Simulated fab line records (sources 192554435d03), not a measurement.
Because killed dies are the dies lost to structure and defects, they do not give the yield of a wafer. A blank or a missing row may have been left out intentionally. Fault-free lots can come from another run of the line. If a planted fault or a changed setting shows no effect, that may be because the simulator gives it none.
Matching of chambers || flow n5-finfet || 4 sister chambers for N5_BEOL_M8_STRIP_19 on rie-diel-01
The step strips in O2. 4 wafers are shown with their chamber, then 11 later ones without.

== EACH WAFER AND ITS CHAMBER ==
{"wafer": "L082.6", "chamber": 3, "showerhead-plenum-p-Torr (Torr)": 2.03}
{"wafer": "L083.3", "chamber": 1, "showerhead-plenum-p-Torr (Torr)": 2.16}
{"wafer": "L083.6", "chamber": 0, "showerhead-plenum-p-Torr (Torr)": 2.00}
{"wafer": "L090.3", "chamber": 2, "showerhead-plenum-p-Torr (Torr)": 2.06}

== WAFERS WHOSE CHAMBER IS MISSING ==
{"wafer": "L090.4", "showerhead-plenum-p-Torr (Torr)": 2.02}
{"wafer": "L090.6", "showerhead-plenum-p-Torr (Torr)": 2.00}
{"wafer": "L089.1", "showerhead-plenum-p-Torr (Torr)": 2.06}
{"wafer": "L089.2", "showerhead-plenum-p-Torr (Torr)": 2.16}
{"wafer": "L089.4", "showerhead-plenum-p-Torr (Torr)": 2.02}
{"wafer": "L092.2", "showerhead-plenum-p-Torr (Torr)": 2.06}
{"wafer": "L092.3", "showerhead-plenum-p-Torr (Torr)": 2.02}
{"wafer": "L092.5", "showerhead-plenum-p-Torr (Torr)": 2.16}
{"wafer": "L094.2", "showerhead-plenum-p-Torr (Torr)": 1.99}
{"wafer": "L094.3", "showerhead-plenum-p-Torr (Torr)": 2.16}
{"wafer": "L094.4", "showerhead-plenum-p-Torr (Torr)": 2.02}

== EACH ONE'S CHAMBER ==
{"wafer": "L090.4", "from the rows above": "can't be placed: 3 or 0", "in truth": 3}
{"wafer": "L090.6", "from the rows above": 0, "in truth": 0}
{"wafer": "L089.1", "from the rows above": 2, "in truth": 2}
{"wafer": "L089.2", "from the rows above": 1, "in truth": 1}
{"wafer": "L089.4", "from the rows above": "can't be placed: 3 or 0", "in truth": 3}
{"wafer": "L092.2", "from the rows above": 2, "in truth": 2}
{"wafer": "L092.3", "from the rows above": "can't be placed: 3 or 0", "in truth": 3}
{"wafer": "L092.5", "from the rows above": 1, "in truth": 1}
{"wafer": "L094.2", "from the rows above": 0, "in truth": 0}
{"wafer": "L094.3", "from the rows above": 1, "in truth": 1}
{"wafer": "L094.4", "from the rows above": "can't be placed: 3 or 0", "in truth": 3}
7 of 11 placed correctly. Can't be placed from these rows: 4 (the true chamber is among the candidates in 4). 0 placed wrongly.
How it was worked out, from the rows above alone: a wafer's distance from a chamber is the root of the sum, over the readings, of the square of ((its reading less the chamber's mean) divided by the reading's scatter). The wafer belongs to the nearest chamber; if the next one is less than 2 further off, it can't be placed. A chamber's mean is the mean of its shown wafers. The scatter (one wafer shown for each chamber): square how far every hidden wafer sits from the nearest shown wafer, average those squares and take the square root.
